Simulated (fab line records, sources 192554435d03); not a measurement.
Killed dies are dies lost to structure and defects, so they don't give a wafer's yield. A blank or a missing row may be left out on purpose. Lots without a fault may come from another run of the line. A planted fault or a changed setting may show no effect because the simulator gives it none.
Tool commonality check | flow n5_finfet | 10 lots, 30 wafers sampled

WHY IT WAS OPENED
At N5_BEOL_M4_RC_MEAS_101 the reading RS_NWELL is flagged on 2 of 10 lots. Wafers without a fault read 1038 ohm/sq, standard deviation 7.4.
Rule: a lot is flagged when every wafer of it that has a number lies more than 4 standard deviations from that mean, or none has a number. The other lots count as sound.

lot  | measured     | on        | RS_NWELL (ohm/sq), wafer by wafer | flag
L101 | day 7 22:31  | prober-02 | 1046 1050 1045                    |
L102 | day 8 04:13  | prober-02 | 1030 1030 1034                    |
L105 | day 8 19:02  | prober-01 | 1044 1036 1036                    |
L106 | day 9 03:22  | prober-02 | 1038 1031 1031                    |
L108 | day 9 10:22  | prober-01 | 1041 1037 1042                    |
L109 | day 10 02:08 | prober-01 | 1043 1043 1053                    |
L114 | day 11 04:33 | prober-01 | 985 969 968                       | FLAGGED
L116 | day 11 15:52 | prober-02 | 986 983 974                       | FLAGGED
L124 | day 13 09:01 | prober-01 | 1043 1040 1037                    |
L122 | day 13 13:46 | prober-02 | 1033 1034 1038                    |
The numbers of the flagged lots are 978 ohm/sq on average: -60 ohm/sq against the usual, or -8 standard deviations.

WHICH TOOL RAN EACH LOT
The record holds 2 process steps before the reading, out of a route of 1938 steps. In each cell: the tool, then ch and the chambers that the sampled wafers went through, then the start.
lot  | flag    | N5_WELL_APT_IMPLANT_14         | N5_WELL_APT_EPI_41
L101 |         | implanter-02 ch 0, day 1 13:50 | epi_rpcvd-04 ch 0, day 1 16:10
L102 |         | implanter-02 ch 0, day 1 20:08 | epi_rpcvd-04 ch 0, day 1 22:52
L105 |         | implanter-02 ch 0, day 2 14:01 | epi_rpcvd-04 ch 0, day 2 16:07
L106 |         | implanter-02 ch 0, day 2 19:49 | epi_rpcvd-04 ch 0, day 2 22:18
L108 |         | implanter-01 ch 0, day 3 07:46 | epi_rpcvd-04 ch 0, day 3 10:35
L109 |         | implanter-02 ch 0, day 3 13:55 | epi_rpcvd-03 ch 0, day 3 16:08
L114 | FLAGGED | implanter-02 ch 0, day 4 20:43 | epi_rpcvd-04 ch 0, day 4 22:53
L116 | FLAGGED | implanter-02 ch 0, day 5 08:10 | epi_rpcvd-04 ch 0, day 5 10:36
L124 |         | implanter-01 ch 0, day 7 08:02 | epi_rpcvd-04 ch 0, day 7 10:41
L122 |         | implanter-01 ch 0, day 6 19:54 | epi_rpcvd-02 ch 0, day 6 22:49
What these steps do:
- N5_WELL_APT_IMPLANT_14
- N5_WELL_APT_EPI_41: deposits Si from SiH4/H2, target thk 50 nm, time 297.7 s.
- N5_BEOL_M4_RC_MEAS_101

FLAGGED OVER TOTAL, TOOL BY TOOL (the gauges that took the reading come last)
step                   | tool         | lots run | flagged | share of the flagged lots | sound lots run after its first flagged lot
N5_WELL_APT_IMPLANT_14 | implanter-01 | 3        | 0       | none                      | -
N5_WELL_APT_IMPLANT_14 | implanter-02 | 7        | 2       | all                       | 0
N5_WELL_APT_EPI_41     | epi_rpcvd-02 | 1        | 0       | none                      | -
N5_WELL_APT_EPI_41     | epi_rpcvd-03 | 1        | 0       | none                      | -
N5_WELL_APT_EPI_41     | epi_rpcvd-04 | 8        | 2       | all                       | 1 (L124)
N5_BEOL_M4_RC_MEAS_101 | prober-01    | 5        | 1       | some                      | 1 (L124)
N5_BEOL_M4_RC_MEAS_101 | prober-02    | 5        | 1       | some                      | 1 (L122)

WHAT THE TABLE ALLOWS
2 rows of the table ran every flagged lot: implanter-02 at N5_WELL_APT_IMPLANT_14, epi_rpcvd-04 at N5_WELL_APT_EPI_41.
- implanter-02 at N5_WELL_APT_IMPLANT_14: 2 of its 7 lots flagged. Its last sound lot is L109 (day 3 13:55), its first flagged lot L114 (day 4 20:43): a fault that began between those two fits. Its own readings lie more than 4 standard deviations out on every wafer of the flagged lots: dose_ions_cm2, faraday_current_uA.
- epi_rpcvd-04 at N5_WELL_APT_EPI_41: 2 of its 8 lots flagged. Sound lots ran on it after the first flagged one (L124), which a lasting fault on the whole tool wouldn't allow.
One tool is left: implanter-02 at N5_WELL_APT_IMPLANT_14.

WHAT THE SIMULATOR HAD PUT IN
Process parameter drift: implanter-02, from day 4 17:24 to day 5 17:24, at N5_WELL_APT_IMPLANT_14. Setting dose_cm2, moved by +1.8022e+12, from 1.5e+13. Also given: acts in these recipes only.
Lots struck among those shown: L114, L116. The rule above found the same.
